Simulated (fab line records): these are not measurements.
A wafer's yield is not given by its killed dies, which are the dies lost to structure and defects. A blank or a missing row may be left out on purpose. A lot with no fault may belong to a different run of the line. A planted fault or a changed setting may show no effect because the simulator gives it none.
Which of the tools did it? -- flow nand-harc -- 38 wafers from 13 lots sampled at 5 of the route's 1302 steps

WHAT THE GAUGES READ, wafer by wafer
NHARC_A_CHANNEL_HOLE_D2_CD_MEAS_31. Usual: cd-nm at 90.3 nm, with a standard deviation of 0.9.
lot,measured,on,cd-nm (nm),flag
L674,day 14 03:57,cd-sem-01,89.5 90.9 89.5,
L675,day 14 16:05,cd-sem-03,89.4 89.6 90.8,
L677,day 15 14:04,cd-sem-02,90.4 90.5 90.6,
L679,day 17 08:49,cd-sem-02,91.0 92.6 91.6,
L682,day 17 21:40,cd-sem-02,90.3 89.4 91.5,
L683,day 18 17:24,cd-sem-02,91.3 90.6 91.0,
L684,day 18 18:07,cd-sem-01,89.8 91.5 90.2,
L686,day 19 13:05,cd-sem-01,91.6 91.7,
L688,day 20 13:19,cd-sem-02,89.7 90.0 89.5,
L689,day 20 19:52,cd-sem-01,90.5 89.0 90.1,
L691,day 22 11:32,cd-sem-02,90.8 91.4 90.6,
L692,day 22 14:59,cd-sem-03,90.4 91.7 88.3,
L695,day 23 07:27,cd-sem-01,91.0 91.1 90.1,

NHARC_END_SORT_01. Usual: killed-at-array 53, standard deviation 21; killed-at-other 1.0, standard deviation 1.3; killed-at-periphery 3.8, standard deviation 2.4; killed-dies 58, standard deviation 21; killed-open 3.4, standard deviation 1.9; killed-short 2.4, standard deviation 1.5.
lot,measured,on,killed-at-array,killed-at-other,killed-at-periphery,killed-dies,killed-open,killed-short,flag
L688,day 33 18:49,prober-02,73 106 72,1 0 0,4 4 4,78 110 76,3 4 4,5 2 0,

WHICH TOOL RAN EACH LOT (tool, then ch and the chambers of the sampled wafers, then the start)
lot,NHARC_A_CHANNEL_HOLE_D2_ETCH_25,NHARC_A_CHANNEL_FILL_D2_ETCHBACK_08,NHARC_A_CHANNEL_FILL_D2_RTA_24
L674,"har-etch-02 ch 0, day 14 00:04","rie-diel-06 ch 0,1,2, day 16 09:23 or earlier","rtp-anneal-01 ch 0, day 16 09:23"
L675,"har-etch-02 ch 0,1, day 14 13:28","rie-diel-10 ch 0,1,3, day 16 18:08 or earlier","rtp-anneal-02 ch 0, day 16 18:08"
L677,"har-etch-01 ch 0,1, day 15 11:36","rie-diel-10 ch 2,3, day 17 15:02 or earlier","rtp-anneal-01 ch 0, day 17 15:02"
L679,"har-etch-01 ch 0,1, day 17 06:13","rie-diel-06 ch 1,2, day 19 15:20 or earlier","rtp-anneal-02 ch 0, day 19 15:20"
L682,"har-etch-02 ch 1, day 17 19:01","rie-diel-09 ch 0,2, day 20 00:02 or earlier","rtp-anneal-02 ch 0, day 20 00:02"
L683,"har-etch-02 ch 0,1, day 18 14:46","rie-diel-09 ch 0,2,3, day 20 22:32 or earlier","rtp-anneal-01 ch 0, day 20 22:32"
L684,"har-etch-01 ch 0,1, day 18 15:39","rie-diel-10 ch 0,2,3, day 20 22:23 or earlier","rtp-anneal-01 ch 0, day 20 22:23"
L686,"har-etch-01 ch 0,1, day 19 10:46","rie-diel-09 ch 2, day 21 17:03 or earlier","rtp-anneal-01 ch 0, day 21 17:03"
L688,"har-etch-01 ch 0,1, day 20 10:50","rie-diel-10 ch 0,2, day 22 14:22 or earlier","rtp-anneal-02 ch 0, day 22 14:22"
L689,"har-etch-02 ch 0, day 20 17:23","rie-diel-06 ch 0,1, day 23 01:10 or earlier","rtp-anneal-01 ch 0, day 23 01:10"
L691,"har-etch-02 ch 1, day 22 08:46","rie-diel-06 ch 0,2, day 24 16:09 or earlier","rtp-anneal-01 ch 0, day 24 16:09"
L692,"har-etch-01 ch 0,1, day 22 12:22","rie-diel-10 ch 0,2,3, day 24 12:40 or earlier","rtp-anneal-01 ch 0, day 24 12:40"
L695,"har-etch-01 ch 0, day 23 04:50","rie-diel-06 ch 0,3, day 25 09:53 or earlier","rtp-anneal-02 ch 0, day 25 09:53"
- NHARC_A_CHANNEL_HOLE_D2_ETCH_25: etches the open film in C4F8/O2/Ar, time 1040.2 s, target depth 1500 nm.
- NHARC_A_CHANNEL_FILL_D2_ETCHBACK_08: etches the open film in C4F8, target depth 220 nm, time 110 s.
- NHARC_A_CHANNEL_FILL_D2_RTA_24: time 5 s.

AS READ BY THE TOOLS THEMSELVES (means over the sampled wafers that have a number; for cases with no such wafer, the mark the record gives instead)
NHARC_A_CHANNEL_HOLE_D2_ETCH_25. Usual: drypump-motor-current-A 6.2 A, standard deviation 0.44; he-backside-leak-sccm 6.2 sccm, standard deviation 1.1; showerhead-plenum-p-Torr 3.62 Torr, standard deviation 0.15; throttle-valve-pct 32.236 %, standard deviation 0.0088.
lot,tool,drypump-motor-current-A (A),he-backside-leak-sccm (sccm),showerhead-plenum-p-Torr (Torr),throttle-valve-pct (%),flag
L674,har-etch-02,6.8,7.5,3.46,32.236,
L675,har-etch-02,6.2,7.8,3.59,32.239,
L677,har-etch-01,6.0,6.5,3.56,32.232,
L679,har-etch-01,5.8,6.5,3.61,32.236,
L682,har-etch-02,5.9,4.7,3.64,32.234,
L683,har-etch-02,6.2,4.7,3.72,32.238,
L684,har-etch-01,6.0,6.8,3.54,32.236,
L686,har-etch-01,5.9,6.5,3.56,32.227,
L688,har-etch-01,5.8,6.7,3.58,32.230,
L689,har-etch-02,6.8,4.8,3.90,32.231,
L691,har-etch-02,5.9,4.8,3.61,32.238,
L692,har-etch-01,5.8,7.0,3.57,32.244,
L695,har-etch-01,6.1,7.0,3.46,32.231,

NHARC_A_CHANNEL_FILL_D2_ETCHBACK_08. Usual: oes-product-au 0.97 a.u., standard deviation 0.034; rf-vpp-V 439.6 V, standard deviation 2.2.
lot,tool,oes-product-au (a.u.),rf-vpp-V (V),flag
L674,rie-diel-06,1.00,438.7,
L675,rie-diel-10,1.00,442.0,
L677,rie-diel-10,1.00,440.6,
L679,rie-diel-06,0.93,437.0,
L682,rie-diel-09,0.99,437.7,
L683,rie-diel-09,1.00,439.7,
L684,rie-diel-10,0.92,440.4,
L686,rie-diel-09,1.00,437.1,
L688,rie-diel-10,0.98,439.5,
L689,rie-diel-06,0.92,438.3,
L691,rie-diel-06,0.92,438.0,
L692,rie-diel-10,0.91,441.1,
L695,rie-diel-06,1.00,440.3,

NHARC_A_CHANNEL_FILL_D2_RTA_24. Usual: lamp-power-pct 30.03 %, standard deviation 0.16; lamp_zone_1_pct 30.03 %, standard deviation 0.16; lamp_zone_4_pct 30.03 %, standard deviation 0.16; lamp_zone_5_pct 30.03 %, standard deviation 0.16; wafer_temp_C_max 1003.5, standard deviation 0.7.
lot,tool,lamp-power-pct (%),lamp_zone_1_pct (%),lamp_zone_4_pct (%),lamp_zone_5_pct (%),wafer_temp_C_max,flag
L674,rtp-anneal-01,29.88,29.85,29.88,29.87,1003.9,
L675,rtp-anneal-02,30.22,30.19,30.18,30.23,1003.2,
L677,rtp-anneal-01,29.93,29.92,29.92,29.93,1003.2,
L679,rtp-anneal-02,30.27,30.25,30.25,30.24,1004.4,
L682,rtp-anneal-02,30.25,30.27,30.26,30.26,1003.9,
L683,rtp-anneal-01,29.91,29.89,29.87,29.90,1002.9,
L684,rtp-anneal-01,29.91,29.88,29.88,29.90,1003.2,
L686,rtp-anneal-01,29.93,29.92,29.92,29.95,1003.4,
L688,rtp-anneal-02,30.27,30.26,30.27,30.25,1003.6,
L689,rtp-anneal-01,29.93,29.94,29.94,29.95,1003.4,
L691,rtp-anneal-01,29.96,29.92,29.95,29.93,1004.0,
L692,rtp-anneal-01,29.96,29.94,29.91,29.94,1003.7,
L695,rtp-anneal-02,30.27,30.26,30.27,30.25,1003.6,

THE ANSWER, worked out from the rows above alone
Rule: lot off if the mean of its wafers having a number is beyond 3 standard deviations from the usual mean. Also off: a lot with no number at a reading for which 4 or more lots have one. All remaining lots with rows at the step are treated as sound. Order of review: gauges by route order, followed by the tools' own readings, for which a lot's mean as printed above is used. At the first step where some lot is off, the reading lying furthest off is the one used; lots without a number count as furthest.
None of the lots is off at any reading shown; this tells nothing.

WHAT THE SIMULATOR PUT IN
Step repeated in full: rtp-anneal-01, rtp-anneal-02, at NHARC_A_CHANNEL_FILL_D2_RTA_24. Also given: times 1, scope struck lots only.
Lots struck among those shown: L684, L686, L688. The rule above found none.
